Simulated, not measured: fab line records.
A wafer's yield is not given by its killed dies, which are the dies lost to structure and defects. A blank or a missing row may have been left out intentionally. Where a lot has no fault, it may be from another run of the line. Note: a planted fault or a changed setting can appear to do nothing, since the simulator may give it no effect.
fab line records	flow nandHarc
record: lots: 11	wafers: 33	lastDay: 34
route steps=1302 shown P_GATE@156 END@1302
lots that met no fault: from a run of the same line without faults
startH: the number of hours between the record's first day and the start of the first shown wafer of the lot	waitH: hours from the lot's prior step to this one	" as in the row above	L1.1+2: a single row standing in for several wafers	- no value present, or no start provided	* or withheld: withheld	< > ~ a bound
route shown NAME@n: NAME is a module with steps in the file, n the number in the route of the first one	usual: the fault-free wafers' mean and standard deviation	same: alike in all rows	chamber/n: place in a boat	sites: per-site readings	_std_site: standard deviation across them	_edge_site: mean of outer sites minus mean of inner sites	radiusMm: how far each site lies from the wafer's centre	mask NAME#n: copy n	behind: the tool/chamber that last shaped the wafer	hold: reason for holding the lot/hours on hold/outcome of the hold	device: whichever transistor did not switch (one of n, p or np)	end of line: tests run on the same wafers once the route is complete	a step given without rows: its recipe and nothing more	killed: the dies lost at the first sort to structure and to defects; this is not the yield of the wafer	map: dies across one wafer; x = killed, . = not, _ = none there
set.NAME: the setting as run; set.NAME@STEP: as run at that earlier step	model.NAME: the simulator's own value behind a step, which no gauge read
one table for each step of the route and one row for each wafer, over a sample of lots
services: from which hour (startH, from the record's first day; less than 0 if before it) a tool's chamber was out of use, for how many hours, and why
== steps ==
step: NHARC_P_GATE_ETCHBACK_37
recipe: targetDepthA: 345	timeS: 17.2	chf3FlowSccm: 50	o2FlowSccm: 10	arFlowSccm: 200	rfW: 500	biasW: 200	chemistry: CHF3/O2
usual: drypumpMotorCurrentA: 5.9/0.56	oesProductAu: 0.94/0.031	rfVppV: 370.5/2.3	showerheadPlenumPTorr: 2.39/0.094	throttleValvePct: 20.573/0.0095
lot.wafer	tool	chamber	startH	waitH	drypumpMotorCurrentA	oesProductAu	rfHoursCounterH	rfVppV	showerheadPlenumPTorr	throttleValvePct
L748.1	rieDiel-04	0	111.11	-	6.2	0.93	5.9	372.8	2.46	20.559
L748.6	"	2	"	"	5.9	0.93	-	374.3	2.50	20.585
L748.5	"	3	"	"	5.0	0.91	-	370.9	2.38	20.561
L752.4	rieDiel-04	2	150.53	-	5.8	0.92	8.3	375.3	2.49	20.583
L752.3	"	1	"	"	5.8	0.94	8.9	370.3	2.35	20.573
L752.6	"	2	"	"	5.8	0.93	-	372.3	2.49	20.560
L753.2	rieDiel-09	0	164.59	-	5.7	0.99	0.6	369.0	2.32	20.569
L753.4	"	1	"	"	5.8	1.01	0.9	366.6	2.24	20.578
L753.6	"	3	"	"	6.8	1.00	-	372.1	2.45	20.589
L756.1	rieDiel-02	3	197.75	-	5.9	0.93	6.7	372.7	2.52	20.585
L756.2	"	1	"	"	6.7	0.94	6.9	368.2	2.24	20.584
L756.6	"	3	"	"	5.9	0.94	-	371.9	2.52	20.561
L759.2	rieDiel-09	0	228.65	-	5.7	0.92	4.2	368.8	2.32	20.565
L759.5	"	3	"	"	6.8	0.94	-	372.0	2.44	20.590
L759.6	"	0	"	"	5.7	0.93	-	369.3	2.32	20.578
L761.1	rieDiel-02	3	252.34	-	6.0	0.93	1.2	371.9	2.52	20.575
L761.2	"	0	"	"	5.3	0.92	1.7	373.5	2.52	20.560
L761.5	"	0	"	"	5.3	0.92	-	373.4	2.52	20.566
L763.2	rieDiel-04	0	255.82	-	6.1	0.99	3.2	372.7	2.46	20.563
L763.4	"	3	"	"	5.0	0.91	5.9	369.9	2.37	20.568
L763.6	"	0	"	"	6.2	0.98	-	370.8	2.46	20.571
L764.3	rieDiel-04	1	265.38	-	5.7	0.95	5.3	367.9	2.35	20.563
L764.1	"	3	"	"	5.0	0.91	5.9	368.5	2.37	20.571
L764.6	"	1	"	"	5.7	0.94	-	369.5	2.35	20.587
L767.1	rieDiel-02	2	300.51	-	6.6	0.91	2.5	369.6	2.38	20.562
L767.3	"	3	"	"	5.9	0.92	3.2	373.8	2.52	20.563
L767.6	"	1	"	"	6.7	0.94	-	367.6	2.24	20.578
L768.4	rieDiel-02	2	311.46	-	6.6	0.90	2.5	371.4	2.38	20.561
L768.1	"	0	"	"	5.3	0.93	3.7	374.6	2.52	20.582
L768.5	"	2	"	"	6.6	0.89	-	369.8	2.38	20.566
L771.1	rieDiel-04	2	340.98	-	5.8	0.93	10.5	371.2	2.49	20.575
L771.3	"	3	"	"	5.0	0.90	9.4	369.5	2.37	20.584
L771.5	"	1	"	"	5.7	0.95	-	369.0	2.35	20.557
step: NHARC_P_GATE_DESCUM_48
recipe: timeS: 3	o2FlowSccm: 200	arFlowSccm: 0	biasPowerW: 0	chemistry: O2
usual: drypumpMotorCurrentA: 5.9/0.59	oesProductAu: 0.999/0.015	rfVppV: 57.7/0.82	showerheadPlenumPTorr: 1.90/0.078	throttleValvePct: 11.310/0.0098
same: biasPowerW: 0
lot.wafer	tool	chamber	startH	waitH	drypumpMotorCurrentA	oesProductAu	rfHoursCounterH	rfVppV	showerheadPlenumPTorr	throttleValvePct
L748.1	rieDiel-09	2	112.15	-	5.0	0.977	6.8	58.3	1.86	11.303
L748.6	"	1	"	"	5.7	0.986	-	57.5	1.78	11.309
L748.5	"	2	"	"	5.0	0.983	-	58.2	1.86	11.309
L752.3	rieDiel-02	1	151.63	-	6.7	1.009	3.9	56.9	1.78	11.320
L752.4	"	2	"	"	6.6	0.976	4.3	57.1	1.90	11.312
L752.6	"	0	"	"	5.3	0.996	-	58.7	2.01	11.308
L753.2	rieDiel-09	1	165.76	-	5.8	1.001	0.9	55.6	1.78	11.310
L753.4	"	3	"	"	6.8	0.990	0.6	56.7	1.95	11.300
L753.6	"	0	"	"	5.7	0.990	-	57.3	1.84	11.303
L756.2	rieDiel-04	3	198.93	-	5.0	0.960	1.5	58.1	1.89	11.312
L756.1	"	1	"	"	5.7	1.028	0.8	56.7	1.87	11.325
L756.6	"	3	"	"	5.0	0.983	-	56.5	1.89	11.317
L759.2	rieDiel-02	0	229.83	-	5.3	0.990	0.1	57.7	2.01	11.299
L759.6	"	3	"	"	5.9	0.994	-	57.0	2.01	11.298
L759.5	"	0	"	"	5.3	0.993	-	58.7	2.01	11.303
L761.2	rieDiel-02	3	253.54	-	5.9	1.001	1.2	59.0	2.01	11.302
L761.1	"	0	"	"	5.3	1.003	1.7	57.8	2.01	11.322
L761.5	"	2	"	"	6.6	0.980	-	58.4	1.90	11.287
L763.2	rieDiel-09	3	257.02	-	6.8	1.020	6.9	57.1	1.95	11.317
L763.6	"	2	"	"	5.0	0.997	-	57.4	1.86	11.324
L763.4	"	1	"	"	5.8	1.004	-	57.9	1.78	11.320
L764.1	rieDiel-09	3	266.43	-	6.8	1.003	7.3	57.6	1.95	11.312
L764.3	"	1	"	"	5.8	0.999	6.8	56.6	1.78	11.311
L764.6	"	3	"	"	6.8	1.012	-	57.7	1.95	11.283
L767.3	rieDiel-04	3	301.68	-	5.0	0.972	8.6	57.2	1.89	11.311
L767.1	"	0	"	"	6.2	0.982	6.4	56.9	1.96	11.292
L767.6	"	2	"	"	5.8	0.997	-	58.5	1.99	11.308
L768.1	rieDiel-09	3	312.63	-	6.8	1.010	10.6	59.2	1.95	11.300
L768.4	"	2	"	"	5.0	1.002	10.8	56.4	1.86	11.325
L768.5	"	0	"	"	5.7	0.986	-	57.0	1.84	11.327
L771.3	rieDiel-02	0	342.01	-	5.3	1.002	5.7	58.5	2.01	11.310
L771.1	"	1	"	"	6.6	1.022	5.1	57.8	1.78	11.308
L771.5	"	0	"	"	5.3	0.984	-	58.9	2.01	11.309
step: NHARC_P_GATE_STRIP_76
recipe: powerW: 1500	tempC: 250	chemistry: O2
usual: drypumpMotorCurrentA: 5.5/0.38	heaterPowerW: 345/27
lot.wafer	tool	chamber	startH	waitH	drypumpMotorCurrentA	heaterPowerW	rfHoursCounterH
L748.1	plasmaAsher-01	0	114.53	0.2	5.0	373	23
L748.6	"	0	"	"	5.0	375	-
L748.5	"	1	"	"	5.6	350	-
L752.4	plasmaAsher-01	1	154.04	0.2	5.7	357	-
L752.3	"	0	"	"	5.0	372	-
L752.6	"	0	"	"	5.0	379	-
L753.2	plasmaAsher-01	1	168.20	0.2	5.6	363	34
L753.4	"	1	"	"	5.6	362	-
L753.6	"	1	"	"	5.6	346	-
L756.2	plasmaAsher-01	0	201.29	0.2	5.0	360	1
L756.1	"	1	"	"	5.7	352	1
L756.6	"	1	"	"	5.7	357	-
L759.2	plasmaAsher-01	1	232.22	0.2	5.7	361	6
L759.6	"	0	"	"	5.0	361	-
L759.5	"	1	"	"	5.6	353	-
L761.2	plasmaAsher-01	1	256.20	0.2	5.6	360	13
L761.1	"	0	"	"	5.1	367	13
L761.5	"	1	"	"	5.7	356	-
L763.2	plasmaAsher-01	0	259.43	0.2	5.0	366	15
L763.4	"	0	"	"	5.0	369	-
L763.6	"	0	"	"	5.0	370	-
L764.1	plasmaAsher-01	0	268.74	0.2	5.1	361	17
L764.3	"	0	"	"	5.0	362	-
L764.6	"	0	"	"	5.1	370	-
L767.1	plasmaAsher-01	1	303.96	0.2	5.6	363	24
L767.3	"	0	"	"	5.1	364	-
L767.6	"	1	"	"	5.6	367	-
L768.1	plasmaAsher-01	0	315.04	0.2	5.0	364	26
L768.4	"	0	"	"	5.0	370	-
L768.5	"	0	"	"	5.0	371	-
L771.1	plasmaAsher-02	0	344.41	0.2	5.6	318	17
L771.3	"	1	"	"	6.1	275	-
L771.5	"	0	"	"	5.6	327	-
step: NHARC_P_GATE_RTA_64
recipe: tempC: 1050	timeS: 1
usual: lampPowerPct: 39/3.3	lamp_zone_3_pct: 39/3.3	wafer_temp_C_max: 1056.5/1.3
lot.wafer	tool	chamber	startH	waitH	lampPowerPct	lamp_zone_3_pct	wafer_temp_C_max
L748.1	rtpAnneal-02	0	117.25	-	42	42	1058.2
L748.5	"	0	"	"	42	42	1059.1
L748.6	"	0	"	"	42	42	1055.8
L752.3	rtpAnneal-01	0	156.66	-	36	36	1056.1
L752.4	"	0	"	"	36	35	1057.7
L752.6	"	0	"	"	36	36	1057.2
L753.2	rtpAnneal-02	0	170.94	-	42	42	1057.4
L753.4	"	0	"	"	42	42	1053.5
L753.6	"	0	"	"	42	42	1055.5
L756.1	rtpAnneal-01	0	203.92	-	36	35	1056.9
L756.2	"	0	"	"	35	36	1057.6
L756.6	"	0	"	"	36	36	1056.0
L759.2	rtpAnneal-01	0	234.97	-	36	36	1057.8
L759.5	"	0	"	"	36	36	1057.6
L759.6	"	0	"	"	36	36	1055.1
L761.1	rtpAnneal-01	0	259.05	-	36	36	1055.6
L761.2	"	0	"	"	36	36	1059.9
L761.5	"	0	"	"	36	36	1058.4
L763.2	rtpAnneal-01	0	262.07	-	36	36	1056.4
L763.4	"	0	"	"	36	36	1055.9
L763.6	"	0	"	"	36	36	1055.6
L764.1	rtpAnneal-01	0	271.36	-	36	36	1058.4
L764.3	"	0	"	"	36	36	1058.9
L764.6	"	0	"	"	36	36	1059.6
L767.1	rtpAnneal-01	0	306.57	-	36	36	1059.4
L767.3	"	0	"	"	36	36	1056.9
L767.6	"	0	"	"	36	36	1057.0
L768.1	rtpAnneal-02	0	317.67	-	42	42	1056.4
L768.4	"	0	"	"	42	42	1056.5
L768.5	"	0	"	"	42	42	1054.4
L771.1	rtpAnneal-02	0	347.29	-	42	42	1054.6
L771.3	"	0	"	"	42	42	1055.3
L771.5	"	0	"	"	42	42	1057.7
step: NHARC_P_GATE_INSPECT_68
usual: rawDefectCount: 191/69
lot.wafer	tool	chamber	startH	waitH	rawDefectCount
L748.1	defectInspect-01	-	118.51	0.2	236
L748.5	"	-	"	"	173
L748.6	"	-	"	"	201
L752.3	defectInspect-01	-	157.86	0.1	123
L752.4	"	-	"	"	60
L752.6	"	-	"	"	117
L753.2	defectInspect-01	-	172.18	0.1	155
L753.4	"	-	"	"	272
L753.6	"	-	"	"	183
L756.1	defectInspect-01	-	205.17	0.2	197
L756.2	"	-	"	"	162
L756.6	"	-	"	"	162
L759.2	defectInspect-02	-	236.20	0.1	209
L759.5	"	-	"	"	191
L759.6	"	-	"	"	199
L761.1	defectInspect-01	-	260.31	0.2	114
L761.2	"	-	"	"	176
L761.5	"	-	"	"	110
L763.2	defectInspect-02	-	263.31	0.1	229
L763.4	"	-	"	"	1122
L763.6	"	-	"	"	285
L764.1	defectInspect-01	-	272.64	0.2	1098
L764.3	"	-	"	"	156
L764.6	"	-	"	"	132
L767.1	defectInspect-01	-	307.82	0.2	216
L767.3	"	-	"	"	329
L767.6	"	-	"	"	315
L768.1	defectInspect-02	-	318.94	0.2	284
L768.4	"	-	"	"	208
L768.5	"	-	"	"	138
L771.1	defectInspect-02	-	348.54	0.2	139
L771.3	"	-	"	"	192
L771.5	"	-	"	"	136
step: NHARC_END_SORT_01
recipe: tempC: 25
usual: killedAtArray: 57/21	killedAtOther: 0.9/1.2	killedAtPeriphery: 4.2/2.9	killedDies: 62/21	killedOpen: 3.2/1.8	killedShort: 2.4/1.5
same: grossDies: 677
lot.wafer	tool	chamber	startH	waitH	killedAtArray	killedAtOther	killedAtPeriphery	killedDies	killedOpen	killedShort
L759.2	prober-02	0	675.28	2.8	35	0	6	41	2	2
L759.5	prober-02	0	677.63	3.6	29	0	5	34	4	3
L759.6	prober-02	0	678.42	3.9	32	0	3	35	2	1
L763.2	prober-01	0	706.24	2.8	70	0	9	79	1	0
L763.4	prober-01	0	707.84	3.4	57	1	104	162	5	2
L763.6	prober-01	0	709.44	4.0	69	0	4	73	2	4
L764.1	prober-01	0	713.25	2.5	55	1	96	152	3	6
L764.3	prober-01	0	714.84	3.1	43	0	10	53	3	3
L764.6	prober-01	0	717.23	4.0	45	0	1	46	2	5
killed by level:class
L759.2 A_CHANNEL_HOLE_D2:chamberFilmFlake=21 P_GATE:chamberFilmFlake=4 A_CHANNEL_HOLE_D1:chamberFilmFlake=4 A_CHANNEL_FILL_D2:chamberFilmFlake=2 A_STAIRCASE:chamberFilmFlake=2 A_WL_FILL:chamberFilmFlake=2 A_CONTACT:chamberFilmFlake=2 P_M1:geometricParticle:open=1
L759.5 A_CHANNEL_HOLE_D2:chamberFilmFlake=8 A_CHANNEL_HOLE_D1:chamberFilmFlake=6 P_GATE:chamberFilmFlake=3 A_STAIRCASE:chamberFilmFlake=3 A_M1:geometricParticle:short=2 A_ZERO_WELL:chamberFilmFlake=2 A_CHANNEL_FILL_D2:chamberFilmFlake=2 P_CONTACT:geometricParticle:short=1
L759.6 A_CHANNEL_HOLE_D2:chamberFilmFlake=17 A_STAIRCASE:chamberFilmFlake=4 A_SLIT:chamberFilmFlake=3 P_GATE:chamberFilmFlake=2 A_WL_FILL:chamberFilmFlake=2 A_CONTACT:chamberFilmFlake=2 A_SOURCE_PLATE:geometricParticle:open=1 A_ONON_D2:geometricParticle:short=1
L763.2 A_CHANNEL_HOLE_D1:chamberFilmFlake=33 A_SLIT:chamberFilmFlake=28 P_CONTACT:chamberFilmFlake=7 A_CONTACT:chamberFilmFlake=5 A_DECK1_JOINT:geometricParticle:open=1 P_STI:chamberFilmFlake=1 P_GATE:chamberFilmFlake=1 A_CHANNEL_FILL_D1:chamberFilmFlake=1
L763.4 P_GATE:unspecified=95 A_SLIT:chamberFilmFlake=36 A_CHANNEL_HOLE_D1:chamberFilmFlake=10 P_CONTACT:chamberFilmFlake=6 A_CONTACT:chamberFilmFlake=5 P_M0:geometricParticle:open=1 P_M0:geometricParticle:short=1 P_M1:geometricParticle:open=1
L763.6 A_CHANNEL_HOLE_D1:chamberFilmFlake=29 A_SLIT:chamberFilmFlake=28 A_CONTACT:chamberFilmFlake=6 A_SGD_CUT:geometricParticle:short=2 P_M2:geometricParticle:short=1 A_ONON_D1:geometricParticle:short=1 A_WL_FILL:geometricParticle:open=1 A_M1:geometricParticle:open=1
L764.1 P_GATE:unspecified=92 A_CHANNEL_HOLE_D2:chamberFilmFlake=25 A_CHANNEL_HOLE_D1:chamberFilmFlake=8 A_CONTACT:chamberFilmFlake=5 A_CHANNEL_FILL_D2:chamberFilmFlake=4 A_SLIT:chamberFilmFlake=3 A_STAIRCASE:chamberFilmFlake=2 P_CONTACT:geometricParticle:short=1
L764.3 A_CHANNEL_HOLE_D2:chamberFilmFlake=15 A_CHANNEL_HOLE_D1:chamberFilmFlake=7 P_ZERO_WELL:chamberFilmFlake=6 A_CONTACT:chamberFilmFlake=6 A_SLIT:chamberFilmFlake=4 A_STAIRCASE:chamberFilmFlake=3 P_CONTACT:chamberFilmFlake=2 A_CHANNEL_FILL_D1:chamberFilmFlake=2
L764.6 A_CHANNEL_HOLE_D2:chamberFilmFlake=14 A_CHANNEL_HOLE_D1:chamberFilmFlake=7 A_CONTACT:chamberFilmFlake=6 A_SLIT:chamberFilmFlake=4 A_ONON_D1:geometricParticle:short=3 A_CHANNEL_FILL_D2:chamberFilmFlake=3 A_BONDPAD:chamberFilmFlake=3 P_M0:geometricParticle:open=1
== services ==
tool	chamber	startH	hours	kind
rieDiel-02	0	97.70	-	clean
rieDiel-02	1	97.70	-	clean
rieDiel-02	2	97.70	-	clean
rieDiel-02	3	97.70	-	clean
rieDiel-04	-	116.06	2.1	repair
rieDiel-09	3	118.43	15.8	repair
rieDiel-04	0	127.22	1.2	repair
rieDiel-09	-	143.59	9.0	pm
rieDiel-04	-	168.21	0.3	repair
rieDiel-04	-	177.90	9.0	pm
plasmaAsher-01	-	179.66	9.0	pm
plasmaAsher-01	0	179.66	9.0	ventCycle
plasmaAsher-01	1	179.66	9.0	ventCycle
rieDiel-09	0	183.59	2.6	repair
plasmaAsher-01	0	188.66	-	clean
plasmaAsher-01	1	188.66	-	clean
rieDiel-04	-	211.81	0.4	repair
rieDiel-02	-	216.70	9.0	pm
rieDiel-04	0	227.00	8.0	repair
rieDiel-09	0	235.55	59.5	repair
rieDiel-04	0	235.93	13.3	repair
plasmaAsher-02	-	249.55	9.0	pm
rieDiel-09	0	312.87	24.6	repair
rieDiel-09	-	320.59	9.0	pm
== key ==
firstSign: step: NHARC_P_GATE_INSPECT_68	reading: rawDefectCount	direction: up	sigmas: 13	usual: 191	struck: 1110
effect: step: NHARC_END_SORT_01	reading: killedAtPeriphery	direction: up	sigmas: 33	usual: 4.2	struck: 100
moreKillsBornAt: NHARC_P_GATE_ETCHBACK_37@rieDiel-04: 187
metAt NHARC_P_GATE_ETCHBACK_37
struckLots L763,L764
struckWafers L763.4,L764.1
testerLeftOut L763,L764
notActingAt NHARC_P_GATE_DESCUM_48,NHARC_P_GATE_STRIP_76,NHARC_P_GATE_RTA_64
onsetBetween 111.11 255.82
fault: kind: chamberParticleSource	tool: rieDiel-04	chamber: 3	onsetH: 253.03	steps: NHARC_P_GATE_ETCHBACK_37	ratePerVisitCm2: 1.4869	endH: 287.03
testerLeftOut: of these lots the tester's yield and bins aren't shown, on N5 and GAA mostly nor the transistor test; their killed dies are dies lost to structure and defects alone, not to doping, threshold or leakage, so they don't give the yield
